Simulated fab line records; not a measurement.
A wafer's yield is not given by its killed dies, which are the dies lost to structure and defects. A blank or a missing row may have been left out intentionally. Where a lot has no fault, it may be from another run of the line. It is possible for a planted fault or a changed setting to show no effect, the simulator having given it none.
Chamber matching    flow n5 finfet    N5_BEOL_M10_ETCH_61 on rie diel-05: 4 sister chambers
The step etches SiARC in CF4, target depth 39 nm, time 65 s. 4 wafers are shown with their chamber, then 7 later ones without.

## WAFERS PAIRED WITH THEIR CHAMBERS
wafer   chamber  throttle valve pct (%)
L460.3  0        15.97
L462.5  2        15.61
L464.1  3        15.68
L464.3  1        16.01

## WAFERS WITH NO CHAMBER GIVEN
wafer   throttle valve pct (%)
L464.4  15.98
L468.3  15.99
L468.4  15.69
L468.5  16.03
L472.3  15.73
L472.4  15.66
L472.6  15.73

## THE CHAMBER EACH PASSED THROUGH
wafer   from the rows above      in truth
L464.4  can't be placed: 0 or 1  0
L468.3  can't be placed: 0 or 1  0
L468.4  3                        3
L468.5  can't be placed: 1 or 0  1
L472.3  3                        3
L472.4  can't be placed: 3 or 2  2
L472.6  3                        3
Placed correctly: 3 of 7. Unplaceable from these rows: 4, with the true chamber sitting among the candidates in 4. Number placed wrongly: 0.
How it was worked out, from the rows above alone: a wafer's distance from a chamber is the root of the sum, over the readings, of the square of ((its reading less the chamber's mean) divided by the reading's scatter). The wafer belongs to the nearest chamber; if the next one is less than 2 further off, it can't be placed. Each chamber's mean is taken over the wafers shown for it. The scatter: root of mean squared gap, hidden wafer to nearest shown wafer, with one shown wafer a chamber.
